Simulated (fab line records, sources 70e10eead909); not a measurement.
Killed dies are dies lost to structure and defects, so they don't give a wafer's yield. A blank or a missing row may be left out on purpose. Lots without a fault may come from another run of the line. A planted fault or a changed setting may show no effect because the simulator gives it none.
Chamber matching | flow nand_harc | NHARC_P_ZERO_WELL_DESCUM_13 on rie_diel-13: 4 sister chambers
The step chemistry O2, time 3 s. 27 wafers are shown with their chamber, then 12 later ones without.

WAFERS WITH THEIR CHAMBER
wafer  | chamber | showerhead_plenum_p_Torr (Torr) | drypump_motor_current_A (A) | oes_product_au (a.u.)
L074.3 | 1       | 1.91                            | 5.2                         | 1.002
L074.4 | 2       | 2.06                            | 5.9                         | 1.004
L074.5 | 2       | 2.06                            | 5.9                         | 0.992
L075.2 | 2       | 2.06                            | 5.9                         | 0.996
L075.3 | 3       | 1.81                            | 5.8                         | 1.022
L075.6 | 0       | 2.00                            | 5.4                         | 1.002
L077.1 | 2       | 2.06                            | 6.0                         | 1.011
L077.2 | 0       | 1.99                            | 5.4                         | 1.011
L077.3 | 3       | 1.81                            | 5.8                         | 1.020
L077.4 | 2       | 2.06                            | 5.9                         | 1.001
L077.5 | 0       | 1.99                            | 5.4                         | 1.004
L077.6 | 3       | 1.81                            | 5.9                         | 1.016
L078.1 | 0       | 1.99                            | 5.4                         | 1.001
L078.2 | 3       | 1.81                            | 5.8                         | 1.016
L078.6 | 0       | 1.99                            | 5.4                         | 1.013
L082.1 | 2       | 2.06                            | 6.0                         | 0.987
L082.4 | 1       | 1.91                            | 5.2                         | 0.995
L082.5 | 1       | 1.91                            | 5.2                         | 1.000
L083.2 | 0       | 1.99                            | 5.4                         | 1.001
L083.3 | 1       | 1.91                            | 5.2                         | 1.000
L083.6 | 0       | 1.99                            | 5.4                         | 1.005
L084.1 | 1       | 1.91                            | 5.2                         | 1.011
L084.2 | 0       | 1.99                            | 5.4                         | 1.020
L084.5 | 1       | 1.91                            | 5.2                         | 1.003
L085.2 | 2       | 2.06                            | 5.9                         | 0.993
L085.4 | 3       | 1.81                            | 5.9                         | 1.013
L085.5 | 3       | 1.81                            | 5.9                         | 1.013

SIGNATURES (means of the wafers above)
reading                  | chamber 0 | chamber 1 | chamber 2 | chamber 3 | scatter within a chamber
showerhead_plenum_p_Torr | 1.9912    | 1.9100    | 2.0600    | 1.8100    | 0.00195
drypump_motor_current_A  | 5.400     | 5.200     | 5.929     | 5.850     | 0.0357
oes_product_au           | 1.00712   | 1.00183   | 0.99771   | 1.01667   | 0.00638
Rule: a wafer's distance from a chamber is the root of the sum, over the readings, of the square of ((its reading less the chamber's mean) divided by the reading's scatter). The wafer belongs to the nearest chamber; if the next one is less than 2 further off, it can't be placed. The scatter: the root of (the sum of the squares of (reading less its chamber's mean) over the shown wafers, divided by (wafers less chambers)).

WAFERS WITHOUT THEIR CHAMBER
wafer  | showerhead_plenum_p_Torr (Torr) | drypump_motor_current_A (A) | oes_product_au (a.u.)
L088.3 | 1.81                            | 5.9                         | 1.015
L088.4 | 1.91                            | 5.2                         | 1.010
L088.5 | 2.06                            | 5.9                         | 0.999
L092.2 | 1.91                            | 5.2                         | 0.998
L092.3 | 1.81                            | 5.8                         | 1.012
L092.6 | 1.99                            | 5.4                         | 1.000
L094.1 | 2.06                            | 5.9                         | 0.986
L094.3 | 1.91                            | 5.2                         | 0.987
L094.6 | 2.06                            | 5.9                         | 0.983
L096.2 | 1.81                            | 5.9                         | 1.007
L096.4 | 1.91                            | 5.2                         | 0.990
L096.5 | 2.06                            | 5.9                         | 0.980

WHICH CHAMBER EACH WENT THROUGH
wafer  | from the rows above | in truth
L088.3 | 3                   | 3
L088.4 | 1                   | 1
L088.5 | 2                   | 2
L092.2 | 1                   | 1
L092.3 | 3                   | 3
L092.6 | 0                   | 0
L094.1 | 2                   | 2
L094.3 | 1                   | 1
L094.6 | 2                   | 2
L096.2 | 3                   | 3
L096.4 | 1                   | 1
L096.5 | 2                   | 2
Placed correctly: 12 of 12. Can't be placed from these rows: 0. Placed wrongly: 0.
